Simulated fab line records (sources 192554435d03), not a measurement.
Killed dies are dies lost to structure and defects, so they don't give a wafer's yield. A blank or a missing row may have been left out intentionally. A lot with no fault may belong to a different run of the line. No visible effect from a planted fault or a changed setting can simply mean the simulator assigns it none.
Matching of chambers / flow n5_finfet / 4 sister chambers for N5_FIN_SAQP_STRIP_55 on rie_diel-02
The step strips in N2/H2. 4 wafers are shown with their chamber, then 7 later ones without.

WAFERS, EACH WITH ITS CHAMBER
wafer=L385.1; chamber=3; showerhead_plenum_p_Torr (Torr)=3.34
wafer=L385.5; chamber=1; showerhead_plenum_p_Torr (Torr)=3.56
wafer=L394.2; chamber=0; showerhead_plenum_p_Torr (Torr)=3.36
wafer=L394.3; chamber=2; showerhead_plenum_p_Torr (Torr)=3.49

WAFERS WHOSE CHAMBER IS MISSING
wafer=L394.5; showerhead_plenum_p_Torr (Torr)=3.49
wafer=L395.3; showerhead_plenum_p_Torr (Torr)=3.33
wafer=L395.4; showerhead_plenum_p_Torr (Torr)=3.36
wafer=L395.5; showerhead_plenum_p_Torr (Torr)=3.36
wafer=L398.1; showerhead_plenum_p_Torr (Torr)=3.48
wafer=L398.4; showerhead_plenum_p_Torr (Torr)=3.32
wafer=L398.6; showerhead_plenum_p_Torr (Torr)=3.54

WHICH CHAMBER EACH ONE RAN IN
wafer=L394.5; from the rows above=2; in truth=2
wafer=L395.3; from the rows above=can't be placed: 3 or 0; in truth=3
wafer=L395.4; from the rows above=can't be placed: 0 or 3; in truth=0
wafer=L395.5; from the rows above=can't be placed: 0 or 3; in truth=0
wafer=L398.1; from the rows above=2; in truth=2
wafer=L398.4; from the rows above=can't be placed: 3 or 0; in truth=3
wafer=L398.6; from the rows above=1; in truth=1
Correctly placed: 3 of 7. Can't be placed from these rows: 4 (the true chamber is among the candidates in 4). 0 placed wrongly.
How it was worked out, from the rows above alone: a wafer's distance from a chamber is the root of the sum, over the readings, of the square of ((its reading less the chamber's mean) divided by the reading's scatter). If the next closest chamber is less than 2 further off than the closest, the wafer can't be placed; otherwise it belongs to the closest. A chamber's mean is the mean of its shown wafers. The scatter (one wafer shown for each chamber): square how far every hidden wafer sits from the nearest shown wafer, average those squares and take the square root.
